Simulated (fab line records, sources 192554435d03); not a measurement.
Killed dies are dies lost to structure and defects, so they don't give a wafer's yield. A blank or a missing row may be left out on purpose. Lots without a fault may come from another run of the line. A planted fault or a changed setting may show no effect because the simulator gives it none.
Chamber matching | flow n5_finfet | N5_MOL_CONTACT_COAG_ALD_131 on ald_sin-03: 4 sister chambers
The step deposits SiO2, target thk 5 nm, pulse time 1 s, co reactant pulse time 1 s. 18 wafers are shown with their chamber, then 9 later ones without.

WAFERS WITH THEIR CHAMBER
wafer  | chamber | heater_power_w (W) | precursor_pulse_height_rel
L075.3 | 3       | 85                 | 0.991
L075.5 | 0       | 95                 | 0.990
L075.6 | 3       | 86                 | 0.997
L079.3 | 0       | 97                 | 0.983
L079.5 | 1       | 84                 | 0.983
L079.6 | 2       | 83                 | 1.033
L083.4 | 1       | 86                 | 0.998
L083.5 | 3       | 86                 | 0.983
L083.6 | 0       | 95                 | 0.999
L086.1 | 1       | 82                 | 0.955
L086.2 | 3       | 87                 | 0.998
L086.4 | 2       | 84                 | 1.011
L087.2 | 3       | 87                 | 1.001
L087.3 | 0       | 95                 | 1.021
L087.6 | 2       | 84                 | 1.022
L088.1 | 3       | 84                 | 1.030
L088.2 | 1       | 86                 | 1.001
L088.4 | 0       | 97                 | 1.021

SIGNATURES (means of the wafers above)
reading                    | chamber 0 | chamber 1 | chamber 2 | chamber 3 | scatter within a chamber
heater_power_w             | 95.80     | 84.50     | 83.67     | 85.83     | 1.29
precursor_pulse_height_rel | 1.00280   | 0.98425   | 1.02200   | 1.00000   | 0.0171
Rule: a wafer's distance from a chamber is the root of the sum, over the readings, of the square of ((its reading less the chamber's mean) divided by the reading's scatter). The wafer belongs to the nearest chamber; if the next one is less than 2 further off, it can't be placed. The scatter: the root of (the sum of the squares of (reading less its chamber's mean) over the shown wafers, divided by (wafers less chambers)).

WAFERS WITHOUT THEIR CHAMBER
wafer  | heater_power_w (W) | precursor_pulse_height_rel
L090.1 | 85                 | 1.019
L090.4 | 84                 | 0.989
L090.6 | 85                 | 1.004
L093.1 | 87                 | 0.956
L093.5 | 84                 | 1.004
L093.6 | 86                 | 0.968
L097.2 | 88                 | 1.007
L097.3 | 93                 | 1.016
L097.6 | 85                 | 1.029

WHICH CHAMBER EACH WENT THROUGH
wafer  | from the rows above          | in truth
L090.1 | can't be placed: 2 or 3 or 1 | 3
L090.4 | can't be placed: 1 or 3 or 2 | 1
L090.6 | can't be placed: 3 or 1 or 2 | 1
L093.1 | can't be placed: 1 or 3      | 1
L093.5 | can't be placed: 2 or 1 or 3 | 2
L093.6 | can't be placed: 1 or 3      | 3
L097.2 | can't be placed: 3 or 1 or 2 | 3
L097.3 | 0                            | 0
L097.6 | can't be placed: 2 or 3 or 1 | 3
Placed correctly: 1 of 9. Can't be placed from these rows: 8 (the true chamber is among the candidates in 8). Placed wrongly: 0.
